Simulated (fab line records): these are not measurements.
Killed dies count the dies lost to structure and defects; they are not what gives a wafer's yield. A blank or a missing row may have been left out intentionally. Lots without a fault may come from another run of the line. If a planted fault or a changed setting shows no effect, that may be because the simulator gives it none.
Comparing a struck lot with a sound one    flow nand_harc    14 steps out of a route of 1302
Sound: wafers L635.1, L635.4, L635.5. Struck: wafer L641.1 (left out: L641.3, L641.6 of the same lot, which were not struck); the cause appears at the end.
For every step that has rows: the tool of each side, followed by ch and its chambers, followed by its first start. Under that, the readings that differ: sound wafers    struck wafers    difference of the means    sigmas: that difference in standard deviations of wafers without a fault.
alike: same words and numbers on both sides, and readings whose means sit less than 2 such deviations apart. not compared: any withheld reading, any reading some wafer has no value for, any bound like >300 that may hide the same value, and any number with overlapping values for which the record gives no deviation.
Wherever a step has rows on one side only, a row that says differs or no value, or a row with sigmas, the two part there. Non-overlapping numbers with no deviation appear without sigmas and do not part them. A reading that every wafer of one side lacks parts them only if that side has two wafers or more.

NHARC_A_CHANNEL_HOLE_D2_XSEM_32:
  sound on xsem-02 ch 0, day 14 05:59; struck on xsem-02 ch 0, day 16 20:49
  alike: bot_cd_nm, bow_nm, tilt_deg
NHARC_A_CHANNEL_HOLE_D2_INSPECT_40:
  sound on defect_inspect-01 at day 14 06:05; struck on defect_inspect-02 at day 16 20:55
  alike: raw_defect_count
then, 2 steps without rows for these wafers: NHARC_A_CHANNEL_FILL_D2_PRECLEAN_00 (cleans in SC1); NHARC_A_CHANNEL_FILL_D2_SRD_01.
NHARC_A_CHANNEL_FILL_D2_ALD_02: deposits SiO2, target thk 6 nm, pulse time 10 s, ald cycles 60.
  sound on ald_hk-04 ch 2,3, day 14 06:21; struck on ald_hk-04 ch 0, day 16 21:07
  alike: heater_power_outer_w, heater_power_w, precursor_pulse_height_rel
then, 2 steps without rows for these wafers: NHARC_A_CHANNEL_FILL_D2_ALD_03 (deposits SiNx, target thk 6 nm, pulse time 60 s, ald cycles 58); NHARC_A_CHANNEL_FILL_D2_ALD_14 (deposits SiO2, target thk 2.5 nm, pulse time 10 s, ald cycles 25).
NHARC_A_CHANNEL_FILL_D2_ALD_15: deposits SiNx, target thk 2 nm, pulse time 60 s, ald cycles 19.
  sound on ald_sin_batch-01 ch 0; struck on ald_sin_batch-02 ch 0
  alike: precursor_pulse_height_rel
NHARC_A_CHANNEL_FILL_D2_ALD_16: deposits SiO2, target thk 1.5 nm, pulse time 10 s, ald cycles 15.
  sound on ald_hk-02 ch 0,3, day 14 18:37; struck on ald_hk-04 ch 3, day 17 09:25
  alike: heater_power_outer_w, heater_power_w, precursor_pulse_height_rel
then, 2 steps without rows for these wafers: NHARC_A_CHANNEL_FILL_D2_ANNEAL_17 (time 1800 s); NHARC_A_CHANNEL_FILL_D2_CVD_18 (deposits poly-Si, target thk 3 nm).
NHARC_A_CHANNEL_FILL_D2_ETCHBACK_19: etches the open film in HBr/Cl2, target depth 5 nm, time 1.7 s.
  sound on rie_si-02 ch 1,2,3, day 15 06:24; struck on rie_si-05 ch 1, day 17 21:13
  alike: drypump_motor_current_A, oes_product_au, rf_fwd_power_W, throttle_valve_pct
  not compared: rf_hours_counter_h
NHARC_A_CHANNEL_FILL_D2_ETCHBACK_20: etches the open film in C4F8/O2/Ar, target depth 27 nm, time 13.5 s.
  sound on rie_diel-05 ch 0,1,2, day 15 06:31; struck on rie_diel-08 ch 2, day 17 21:22
reading                sound              struck  difference  sigmas
oes_product_au (a.u.)  0.985 0.987 0.993  1.199   +0.211      +9
rf_fwd_power_W (W)     593.4 584.2 591.8  827.9   +238.1      +82
  alike: rf_vpp_V
  not compared: rf_hours_counter_h
then, 1 step without rows for these wafers: NHARC_A_CHANNEL_FILL_D2_STRIP_28 (strips in O2, time 20 s).

## WHERE THEY PART
Only at NHARC_A_CHANNEL_FILL_D2_ETCHBACK_20, as far as this record shows.

WHY: whatever the simulator had introduced
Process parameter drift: rie_diel-08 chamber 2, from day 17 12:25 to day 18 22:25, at NHARC_A_CHANNEL_FILL_D2_ETCHBACK_20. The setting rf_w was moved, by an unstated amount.
